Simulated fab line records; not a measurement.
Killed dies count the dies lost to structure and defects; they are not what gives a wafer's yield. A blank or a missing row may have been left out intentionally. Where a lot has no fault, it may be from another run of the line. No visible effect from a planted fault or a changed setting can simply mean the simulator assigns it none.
fab line records	flow n5-finfet
[record] lots = 10	wafers = 29	last-day = 20
route steps=1938 shown BEOL_M4@1092 BEOL_M5@1123 PASSIVATION@1936
lots that met no fault: from a run of the same line without faults
start-h: hours from the record's first day to the start of the lot's first wafer shown	wait-h: how many hours have passed since the lot's step before this one	" as in the row above	L1.1+2: one row covering several wafers at once	- no value, or no start given	* or withheld: withheld	< > ~ a bound
route shown NAME@n: a module of which the file shows steps, and the number in the route of the first	usual: mean/standard deviation taken from wafers without a fault	same: alike in all rows	chamber/n: place in a boat	sites: the reading at each site	_std_site: standard deviation across them	_edge_site: the outer-site mean with the inner-site mean subtracted	radius-mm: for every site, how far away it sits from the centre of the wafer	mask NAME#n: copy n	behind: tool/chamber where the wafer was last shaped	hold: why the lot went on hold/how many hours it stayed there/how the hold came to an end	device: which transistor (n, p or np) failed to switch	end of line: at the end of the route, the tests of the same wafers	a step without rows: its recipe alone	killed: the dies lost at the first sort to structure and to defects; this is not the yield of the wafer	map: dies across one wafer; x = killed, . = not, _ = none there
set.NAME: the setting that was run; set.NAME@STEP: the one run at that earlier step	model.NAME: the simulator's own value behind a step, which no gauge read
a sample of lots followed through the steps of the route, with each step as a table and each wafer as a row
services: from which hour (start-h, from the record's first day; less than 0 if before it) a tool's chamber was out of use, for how many hours, and why
[[steps]]
[step N5_BEOL_M4_SPUTTER_88]
[recipe] material = Cu	target-thk-a = 45	temp-c = -20	chamber-pressure-pa = 0.07	power-w = withheld	time-s = 8.29
[usual] substrate-temp-c = -20.00/0.1	throttle-valve-pct = 29.6/0.89
lot.wafer	tool	chamber	start-h	wait-h	substrate-temp-c	throttle-valve-pct
L192.3	pvd-sputter-03	-	215.65	0.1	-19.95	31.0
L192.5	"	-	"	"	-19.92	28.4
L192.6	"	-	"	"	-20.07	29.1
L193.4	pvd-sputter-03	-	221.93	0.1	-20.06	31.1
L193.5	"	-	"	"	-20.02	29.1
L194.1	pvd-sputter-03	-	225.33	0.1	-20.04	28.8
L194.4	"	-	"	"	-20.01	29.0
L194.5	"	-	"	"	-20.01	29.0
L196.1	pvd-sputter-03	-	234.62	0.1	-20.02	29.6
L196.4	"	-	"	"	-19.99	28.9
L196.6	"	-	"	"	-19.88	28.4
L199.2	pvd-sputter-01	-	248.51	0.1	-20.06	30.5
L199.4	"	-	"	"	-20.06	28.9
L199.5	"	-	"	"	-19.94	28.5
L198.2	pvd-sputter-02	-	254.64	0.1	-19.90	28.9
L198.3	"	-	"	"	-20.04	29.4
L198.4	"	-	"	"	-19.94	29.6
L197.1	pvd-sputter-01	-	259.63	0.1	-20.12	28.8
L197.3	"	-	"	"	-19.83	28.7
L197.6	"	-	"	"	-20.07	30.6
L202.1	pvd-sputter-02	-	273.72	0.1	-19.94	29.3
L202.2	"	-	"	"	-19.85	29.6
L202.4	"	-	"	"	-19.88	29.0
L211.4	pvd-sputter-02	-	329.30	0.0	-20.05	30.3
L211.5	"	-	"	"	-20.04	29.3
L211.6	"	-	"	"	-19.89	29.0
L213.2	pvd-sputter-03	-	337.20	0.1	-20.09	31.0
L213.3	"	-	"	"	-20.08	28.9
L213.4	"	-	"	"	-20.07	29.7
[step N5_BEOL_M4_SPUTTER_90]
[recipe] material = Cu	target-thk-a = 45	temp-c = -20	chamber-pressure-pa = 0.07	power-w = withheld	time-s = 8.29
[usual] substrate-temp-c = -20.00/0.11	throttle-valve-pct = 29.6/0.89
lot.wafer	tool	chamber	start-h	wait-h	substrate-temp-c	throttle-valve-pct
L192.3	pvd-sputter-03	-	215.87	0.1	-19.83	31.1
L192.5	"	-	"	"	-20.03	28.4
L192.6	"	-	"	"	-20.12	29.1
L193.4	pvd-sputter-03	-	222.15	0.1	-19.88	31.2
L193.5	"	-	"	"	-20.01	29.1
L194.1	pvd-sputter-03	-	225.55	0.1	-20.08	28.6
L194.4	"	-	"	"	-20.03	29.4
L194.5	"	-	"	"	-20.13	29.1
L196.1	pvd-sputter-03	-	234.84	0.1	-20.09	29.9
L196.4	"	-	"	"	-19.92	28.6
L196.6	"	-	"	"	-20.14	28.5
L199.2	pvd-sputter-01	-	248.73	0.1	-19.89	30.4
L199.4	"	-	"	"	-20.19	28.8
L199.5	"	-	"	"	-19.89	28.6
L198.2	pvd-sputter-02	-	254.86	0.1	-20.04	28.7
L198.3	"	-	"	"	-20.07	29.9
L198.4	"	-	"	"	-19.94	29.3
L197.1	pvd-sputter-01	-	259.85	0.1	-19.90	28.9
L197.3	"	-	"	"	-20.04	28.5
L197.6	"	-	"	"	-19.98	30.6
L202.1	pvd-sputter-02	-	273.94	0.1	-19.87	29.3
L202.2	"	-	"	"	-20.16	29.5
L202.4	"	-	"	"	-19.93	29.0
L211.4	pvd-sputter-02	-	329.52	0.0	-19.79	30.5
L211.5	"	-	"	"	-20.09	29.6
L211.6	"	-	"	"	-19.98	29.1
L213.2	pvd-sputter-03	-	337.42	0.1	-19.93	31.2
L213.3	"	-	"	"	-20.00	29.0
L213.4	"	-	"	"	-19.90	29.9
[step N5_BEOL_M5_EXPOSE_08]
[recipe] mask-id = M5	na = 0.33	source-shape = annular	sigma-inner = 0.4	sigma-outer = 0.8	polarization = unpolarized	target-cd-nm = 28	dose-mj = 35.75
[same] sigma-inner = 0.4
lot.wafer	tool	chamber	start-h	wait-h	mask
L192.3+5+6	euv-scanner-02	0	223.51	-	M5#0
L193.4+5	euv-scanner-01	0	226.95	-	M5#0
L194.1+4+5	euv-scanner-02	0	232.62	-	M5#0
L196.1+4+6	euv-scanner-02	0	240.71	-	M5#0
L199.2+4+5	euv-scanner-02	0	254.40	-	M5#0
L198.2+3+4	euv-scanner-01	0	260.86	-	M5#0
L197.1+3+6	euv-scanner-01	0	265.65	-	M5#0
L202.1+2+4	euv-scanner-01	0	279.63	-	M5#0
L211.4+5+6	euv-scanner-02	0	334.87	-	M5#0
L213.2+3+4	euv-scanner-01	0	341.99	-	M5#0
[step N5_BEOL_M5_CD_MEAS_11]
[recipe] target-cd-nm = 27.74	landing-energy-ev = 500	detector = se-inlens
[usual] cd-nm = 27.9/0.31
lot.wafer	tool	chamber	start-h	wait-h	cd-nm
L192.3	cd-sem-03	0	223.63	-	28.6
L192.5	"	0	"	"	28.0
L192.6	"	0	"	"	27.7
L193.4	cd-sem-01	0	227.06	-	27.8
L193.5	"	0	"	"	28.0
L194.1	cd-sem-01	0	232.74	-	27.6
L194.4	"	0	"	"	27.8
L194.5	"	0	"	"	27.8
L196.1	cd-sem-02	0	240.84	-	28.4
L196.4	"	0	"	"	27.7
L196.6	"	0	"	"	28.3
L199.2	cd-sem-02	0	254.52	-	28.2
L199.4	"	0	"	"	27.8
L199.5	"	0	"	"	27.5
L198.2	cd-sem-03	0	260.98	-	27.9
L198.3	"	0	"	"	28.0
L198.4	"	0	"	"	28.4
L197.1	cd-sem-03	0	265.78	-	27.8
L197.3	"	0	"	"	28.2
L197.6	"	0	"	"	28.3
L202.1	cd-sem-03	0	279.75	-	28.2
L202.2	"	0	"	"	28.0
L202.4	"	0	"	"	28.2
L211.4	cd-sem-03	0	334.98	-	26.5
L211.5	"	0	"	"	26.8
L211.6	"	0	"	"	28.0
L213.2	cd-sem-03	0	342.11	-	27.9
L213.3	"	0	"	"	28.0
L213.4	"	0	"	"	27.1
[step N5_BEOL_M5_DESCUM_16]
[recipe] chemistry = O2	time-s = 7	source-power-w = 50	bias-power-w = 20	pressure-mtorr = 20	rf-frequency-hz = 2.712e+07	temp-c = 40	resist = CAR-EUV	o2-flow-sccm = 225
[usual] drypump-motor-current-A = 5.6/0.32	oes-product-au = 0.77/0.065	rf-vpp-V = 242.9/1.5	showerhead-plenum-p-Torr = 2.08/0.082	throttle-valve-pct = 20.45/0.18
lot.wafer	tool	chamber	start-h	wait-h	drypump-motor-current-A	oes-product-au	rf-hours-counter-h	rf-vpp-V	showerhead-plenum-p-Torr	throttle-valve-pct
L192.3	rie-diel-02	1	223.87	0.2	5.5	0.84	75	245.6	2.20	20.17
L192.5	"	0	"	"	5.5	0.79	-	243.1	2.02	20.30
L192.6	"	3	"	"	5.7	0.73	-	241.3	1.96	20.40
L193.4	rie-diel-02	0	227.29	0.1	5.5	0.79	112	241.6	2.02	20.29
L193.5	"	0	"	"	5.5	0.80	-	240.9	2.02	20.29
L194.1	rie-diel-02	2	232.96	0.1	5.6	0.72	191	243.9	2.09	20.50
L194.4	"	1	"	"	5.4	0.83	78	244.3	2.20	20.16
L194.5	"	0	"	"	5.5	0.80	-	241.9	2.02	20.31
L196.1	rie-diel-02	3	240.96	0.0	5.7	0.73	212	240.8	1.95	20.40
L196.4	"	1	"	"	5.4	0.84	81	245.4	2.20	20.17
L196.6	"	0	"	"	5.5	0.80	-	242.1	2.02	20.28
L199.2	rie-diel-02	1	254.64	0.0	5.4	0.84	85	245.9	2.20	20.19
L199.4	"	2	"	"	5.5	0.72	-	243.5	2.09	20.50
L199.5	"	3	"	"	5.7	0.73	-	241.8	1.95	20.40
L198.2	rie-diel-03	2	261.11	0.0	5.4	0.66	240	244.1	2.18	20.82
L198.3	"	0	"	"	6.0	0.85	56	243.5	2.13	20.40
L198.4	"	3	"	"	4.9	0.73	190	243.7	2.16	20.76
L197.1	rie-diel-06	0	266.37	0.5	5.5	0.90	40	242.1	2.08	20.34
L197.3	"	2	"	"	5.8	0.78	127	240.0	1.95	20.61
L197.6	"	2	"	"	5.8	0.78	-	241.5	1.95	20.62
L202.1	rie-diel-02	0	279.94	0.1	5.5	0.79	127	241.8	2.02	20.31
L202.2	"	2	"	"	5.5	0.71	207	243.1	2.08	20.51
L202.4	"	3	"	"	5.7	0.71	226	241.5	1.95	20.41
L211.4	rie-diel-03	0	335.10	0.0	6.0	0.82	81	243.2	2.12	20.45
L211.5	"	3	"	"	4.9	0.72	-	244.7	2.15	20.79
L211.6	"	0	"	"	6.0	0.82	-	242.1	2.12	20.43
L213.2	rie-diel-02	2	342.49	0.3	5.5	0.71	230	242.1	2.08	20.56
L213.3	"	1	"	"	5.4	0.81	114	244.0	2.19	20.23
L213.4	"	3	"	"	5.7	0.70	247	240.8	1.94	20.43
[step N5_BEOL_M5_CD_MEAS_35]
[recipe] target-cd-nm = 28	target-cd-y-nm = 24	polarity = opening
[usual] cd-nm = 27.8/0.42
lot.wafer	tool	chamber	start-h	wait-h	cd-nm
L192.3	cd-sem-01	-	226.99	0.0	28.6
L192.5	"	-	"	"	27.6
L192.6	"	-	"	"	27.9
L193.4	cd-sem-02	-	232.51	0.0	28.0
L193.5	"	-	"	"	27.6
L194.1	cd-sem-02	-	235.94	0.0	27.7
L194.4	"	-	"	"	27.8
L194.5	"	-	"	"	27.8
L196.1	cd-sem-03	-	246.03	0.0	27.7
L196.4	"	-	"	"	28.3
L196.6	"	-	"	"	27.8
L199.2	cd-sem-01	-	256.34	0.0	28.5
L199.4	"	-	"	"	27.6
L199.5	"	-	"	"	27.5
L198.2	cd-sem-01	-	262.89	0.0	28.1
L198.3	"	-	"	"	27.9
L198.4	"	-	"	"	28.2
L197.1	cd-sem-03	-	267.98	0.0	28.3
L197.3	"	-	"	"	28.3
L197.6	"	-	"	"	28.2
L202.1	cd-sem-03	-	282.81	0.0	27.6
L202.2	"	-	"	"	27.5
L202.4	"	-	"	"	27.5
L211.4	cd-sem-02	-	337.87	0.0	26.6
L211.5	"	-	"	"	26.3
L211.6	"	-	"	"	27.6
L213.2	cd-sem-02	-	345.11	0.0	27.2
L213.3	"	-	"	"	27.7
L213.4	"	-	"	"	27.7
[step N5_PASSIVATION_PROBE_49]
[usual] defect-limited-yield = 91.2/1.5	killed_at_M0_to_M3 = 36/10	killed_at_M4_up = 14/5.2	killed-at-contacts = 12/6	killed-at-front-end = 37/10	killed-at-other = 4/3.3	killed-dies = 104/18	killed-open = 68/14	killed-short = 34/7.4	sort_bin_4_leakage = 0.01/0.04	sort_bin_5_function = 5.2/1	sort_bin_6_memory = 3.3/0.7	sort_bin_8_speed = 0.01/0.045	sort-n-pass = 1076/18	sort-yield-pct = 91.2/1.5
[same] gross-dies = 1180	killed-at-back-side = 0
lot.wafer	tool	chamber	start-h	wait-h	defect-limited-yield[%]	killed_at_M0_to_M3	killed_at_M4_up	killed-at-contacts	killed-at-front-end	killed-at-other	killed-dies	killed-open	killed-short	sort_bin_4_leakage[%]	sort_bin_5_function[%]	sort_bin_6_memory[%]	sort_bin_8_speed[%]	sort-n-pass	sort-yield-pct[%]
L199.2	prober-02	-	348.20	0.1	89.7	46	19	22	26	8	121	85	35	0	6.6	3.1	0	1059	89.7
L199.4	prober-02	-	348.30	0.2	87.6	44	27	12	57	6	146	102	42	0	7.6	4.5	0	1034	87.6
L199.5	prober-02	-	348.35	0.2	87.6	63	26	14	36	7	146	95	48	0	7.9	4.0	0	1034	87.6
L197.1	prober-01	-	362.77	0.0	88.0	37	13	16	72	4	142	102	40	0	6.7	4.9	0	1038	88.0
L197.3	prober-01	-	362.87	0.1	88.6	47	10	23	51	3	134	85	49	0	6.4	4.2	0	1046	88.6
L197.6	prober-01	-	363.02	0.3	92.0	23	9	20	39	3	94	58	35	0	4.5	3.1	0	1086	92.0
L211.4	prober-02	-	460.19	0.2	93.1	42	10	7	22	0	81	54	26	0	4.4	2.1	0	1099	93.1
L211.5	prober-02	-	460.24	0.2	92.7	42	10	6	27	1	86	55	30	0	4.4	2.6	0	1094	92.7
L211.6	prober-02	-	460.29	0.3	91.3	54	9	16	23	1	103	72	30	0	4.3	4.3	0	1077	91.3
// killed by level:class
L199.2 MOL_CONTACT_COAG:geometric-particle:open=17 BEOL_M3:geometric-particle:open=15 BEOL_M0_SAQP:geometric-particle:open=10 BEOL_M0_SAQP:geometric-particle:short=8 BEOL_M4:geometric-particle:open=7 MOL_CONTACT_COAG:geometric-particle:short=5 BEOL_M1:geometric-particle:open=5 FIN_SAQP:geometric-particle:open=4
L199.4 STI_FIN_REVEAL:geometric-particle:open=24 BEOL_M4:geometric-particle:open=14 BEOL_M3:geometric-particle:open=11 MOL_CONTACT_COAG:geometric-particle:open=8 BEOL_M2:geometric-particle:open=8 BEOL_M0_SAQP:geometric-particle:short=7 STARTING-WAFER:geometric-particle:open=7 ILD0:geometric-particle:open=5
L199.5 BEOL_M3:geometric-particle:open=15 BEOL_M2:geometric-particle:open=15 BEOL_M4:geometric-particle:open=13 MOL_CONTACT_COAG:geometric-particle:open=11 BEOL_M0_SAQP:geometric-particle:short=9 BEOL_M0_SAQP:geometric-particle:open=6 STARTING-WAFER:geometric-particle:open=6 BEOL_M3:geometric-particle:short=5
L197.1 FIN_SAQP:geometric-particle:open=23 STI_FIN_REVEAL:geometric-particle:open=23 MOL_CONTACT_COAG:geometric-particle:open=12 FIN_SAQP:geometric-particle:short=11 BEOL_M2:geometric-particle:open=9 BEOL_M0_SAQP:geometric-particle:short=7 BEOL_M3:geometric-particle:open=6 STARTING-WAFER:geometric-particle:open=5
L197.3 FIN_SAQP:geometric-particle:open=19 MOL_CONTACT_COAG:geometric-particle:open=15 BEOL_M2:geometric-particle:open=14 FIN_SAQP:geometric-particle:short=12 BEOL_M0_SAQP:geometric-particle:short=10 MOL_CONTACT_COAG:geometric-particle:short=8 ILD0:geometric-particle:short=7 BEOL_M0_SAQP:geometric-particle:open=6
L197.6 MOL_CONTACT_COAG:geometric-particle:open=15 BEOL_M3:geometric-particle:open=9 FIN_SAQP:geometric-particle:short=8 STI_FIN_REVEAL:geometric-particle:open=7 FIN_SAQP:geometric-particle:open=6 GATE_CUT:geometric-particle:short=5 MOL_CONTACT_COAG:geometric-particle:short=5 DUMMY_GATE:geometric-particle:short=4
L211.4 BEOL_M3:geometric-particle:open=8 BEOL_M3:geometric-particle:short=7 BEOL_M1:geometric-particle:open=7 BEOL_M0_SAQP:geometric-particle:open=6 MOL_CONTACT_COAG:geometric-particle:open=6 BEOL_M2:geometric-particle:open=6 BEOL_M1:geometric-particle:short=5 FIN_SAQP:geometric-particle:open=4
L211.5 BEOL_M3:geometric-particle:open=14 BEOL_M1:geometric-particle:open=9 MOL_CONTACT_COAG:geometric-particle:open=6 BEOL_M0_SAQP:geometric-particle:short=6 FIN_SAQP:geometric-particle:open=5 GATE_CUT:geometric-particle:short=5 BEOL_M0_SAQP:geometric-particle:open=5 ILD0:geometric-particle:short=4
L211.6 MOL_CONTACT_COAG:geometric-particle:open=14 BEOL_M3:geometric-particle:open=13 BEOL_M0_SAQP:geometric-particle:open=10 BEOL_M0_SAQP:geometric-particle:short=9 BEOL_M2:geometric-particle:open=9 BEOL_M1:geometric-particle:open=5 GATE_CUT:geometric-particle:short=4 BEOL_M3:geometric-particle:short=4
[[services]]
tool	chamber	start-h	hours	kind
rie-diel-03	3	200.07	23.7	repair
euv-scanner-02	-	209.83	1.0	pm
euv-scanner-01	0	216.25	-	calibration
pvd-sputter-01	-	219.23	4.0	repair
rie-diel-03	2	220.43	3.6	repair
euv-scanner-01	-	225.53	1.0	pm
rie-diel-02	3	230.01	2.4	repair
rie-diel-02	0	252.10	6.5	repair
euv-scanner-02	-	259.35	4.0	repair
euv-scanner-02	-	263.37	4.6	pm
euv-scanner-01	-	272.72	2.7	repair
euv-scanner-01	-	281.68	1.0	pm
rie-diel-03	2	285.40	-	clean
rie-diel-03	2	285.40	-	consumable-replace:focus-ring
rie-diel-03	2	285.40	16.3	scheduled-down
rie-diel-03	2	285.40	16.3	vent-cycle
euv-scanner-01	-	292.69	4.6	pm
euv-scanner-01	-	307.33	12.0	pm
euv-scanner-02	-	319.53	0.4	repair
euv-scanner-02	-	322.13	1.0	pm
euv-scanner-02	-	324.17	2.5	repair
euv-scanner-02	0	328.94	-	calibration
rie-diel-06	2	331.76	38.5	repair
euv-scanner-01	-	337.83	1.0	pm
[[key]]
[first-sign] step = N5_BEOL_M5_CD_MEAS_11	reading = cd-nm	direction = down	sigmas = 4.1	usual = 27.9	struck = 26.6
[effect] step = N5_BEOL_M5_CD_MEAS_35	reading = cd-nm	direction = down	sigmas = 3.3	usual = 27.8	struck = 26.4
met-at N5_BEOL_M5_EXPOSE_08
struck-lots L211
struck-wafers L211.4,L211.5
not-acting-at N5_BEOL_M4_SPUTTER_88,N5_BEOL_M4_SPUTTER_90,N5_BEOL_M5_DESCUM_16
onset-between 254.40 334.87
[fault] kind = process-parameter-drift	tool = euv-scanner-02	chamber = -	onset-h = 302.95	steps = N5_BEOL_M5_EXPOSE_08	channel = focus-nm	offset = 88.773	shape = step	end-h = 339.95	scope = struck-wafers-only
